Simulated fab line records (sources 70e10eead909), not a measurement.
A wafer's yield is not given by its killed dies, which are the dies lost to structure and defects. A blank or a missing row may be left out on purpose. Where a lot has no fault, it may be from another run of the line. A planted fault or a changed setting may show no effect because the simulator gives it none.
A lot that was struck, set against a sound lot	flow nand_harc	15 out of 1159 route steps
Sound: these wafers, L325.1, L325.4, L325.5. Struck: wafer L342.5 (left out: L342.3, a lot-mate that was not struck); the cause follows at the end.
Each step with rows lists, per side, the tool, then ch with its chambers, then its first start. Under that, the readings that differ: sound wafers	struck wafers	difference of the means	sigmas: that difference in standard deviations of wafers without a fault.
alike: words and numbers the same on both sides, and readings whose means are apart by under 2 such deviations; not compared: readings that were withheld, readings missing a value for some wafer, numbers with overlapping values and no deviation given by the record, and bounds like >300 which may hide the same value.
The two part at a step that has a row with sigmas, a row that says differs or no value, or rows on one side only. Numbers that have no deviation but don't overlap get no sigmas and don't part them. A reading missing from all wafers of one side parts the sides only when that side holds two or more wafers.

NHARC_P_CONTACT_DESCUM_17: chemistry O2, time 3 s.
  sound on rie_diel-13 ch 0,1, day 6 18:36; struck on rie_diel-01 ch 0, day 10 16:19
  alike: drypump_motor_current_A, oes_product_au, rf_vpp_V, showerhead_plenum_p_Torr, throttle_valve_pct
  not compared: rf_hours_counter_h
NHARC_P_CONTACT_ETCH_35: etches the open film in CF4, target depth 39 nm, time 65 s.
  sound on rie_diel-13 ch 2,3, day 6 18:41; struck on rie_diel-01 ch 2, day 10 16:24
  alike: bias_w, drypump_motor_current_A, oes_product_au, rf_vpp_V, showerhead_plenum_p_Torr, throttle_valve_pct
  not compared: rf_hours_counter_h
NHARC_P_CONTACT_ETCH_36: etches the open film in N2/H2, target depth 260 nm, time 406.25 s.
  sound on rie_diel-13 ch 0,1,2; struck on rie_diel-01 ch 1
  alike: bias_w, drypump_motor_current_A, h2_flow_sccm, oes_product_au, rf_vpp_V, showerhead_plenum_p_Torr, throttle_valve_pct
  not compared: rf_hours_counter_h
NHARC_P_CONTACT_ETCH_18: etches the open film in C4F8/O2/Ar, target depth 481 nm, time 240.5 s.
  sound on rie_diel-13 ch 0,1,3; struck on rie_diel-01 ch 1
  alike: bias_w, oes_product_au, rf_vpp_V
  not compared: rf_hours_counter_h
then, 2 steps without rows for these wafers: NHARC_P_CONTACT_STRIP_37 (strips in C4F8/O2/Ar); NHARC_P_CONTACT_ETCH_31 (etches the open film in CH3F/O2, target depth 30 nm, time 85.7 s).
NHARC_P_CONTACT_CD_MEAS_19:
  struck on cd_sem-01, day 10 17:11; sound on cd_sem-03, day 6 19:29
  alike: cd_nm
then, 4 steps without rows for these wafers: NHARC_P_CONTACT_STRIP_28 (strips in O2); NHARC_P_CONTACT_STRIP_29 (strips in post etch residue remover, time 1200 s); NHARC_P_CONTACT_DEGAS_38 (time 60 s); NHARC_P_CONTACT_PRE_CLEAN_39 (time 19.5 s).
NHARC_P_CONTACT_PVD_32: deposits Ti, target thk 5 nm, time 17.7 s.
  sound on pvd_sputter-03; struck on pvd_sputter-01
  alike: cathode_dc_power_W, throttle_valve_pct
NHARC_P_CONTACT_ALD_22: deposits TiN, target thk 3 nm, pulse time 1 s, ald cycles 150.
  sound on ald_metal-04 ch 0,1,3, day 6 20:27; struck on ald_metal-01 ch 1, day 10 18:10
reading	sound	struck	difference	sigmas
ald_cycles	150 150 150	127	-23	
  alike: heater_power_w, precursor_pulse_height_rel
then, 1 step without rows for these wafers: NHARC_P_CONTACT_CVD_23 (deposits W, target thk 200 nm, time 557 s).
-- the record jumps here: 14 days lie between the struck wafers' starts before and after (it left off in module P_CONTACT and takes up again in module END, whose first step shown is number 1159 of the route) --
NHARC_END_SORT_01:
  sound on prober-01 ch 0, day 20 08:25; struck on prober-01 ch 0, day 24 10:46
reading	sound	struck	difference	sigmas
killed_at_array	14 8 9	47	+37	+3
killed_at_other	0 0 0	2	+2	+2
killed_dies	17 11 10	49	+36	+3
  alike: killed_at_periphery, killed_open, killed_short

## WHERE THEY PART
At NHARC_END_SORT_01 and nowhere else, as far as this record goes.

WHY: what the simulator had put in
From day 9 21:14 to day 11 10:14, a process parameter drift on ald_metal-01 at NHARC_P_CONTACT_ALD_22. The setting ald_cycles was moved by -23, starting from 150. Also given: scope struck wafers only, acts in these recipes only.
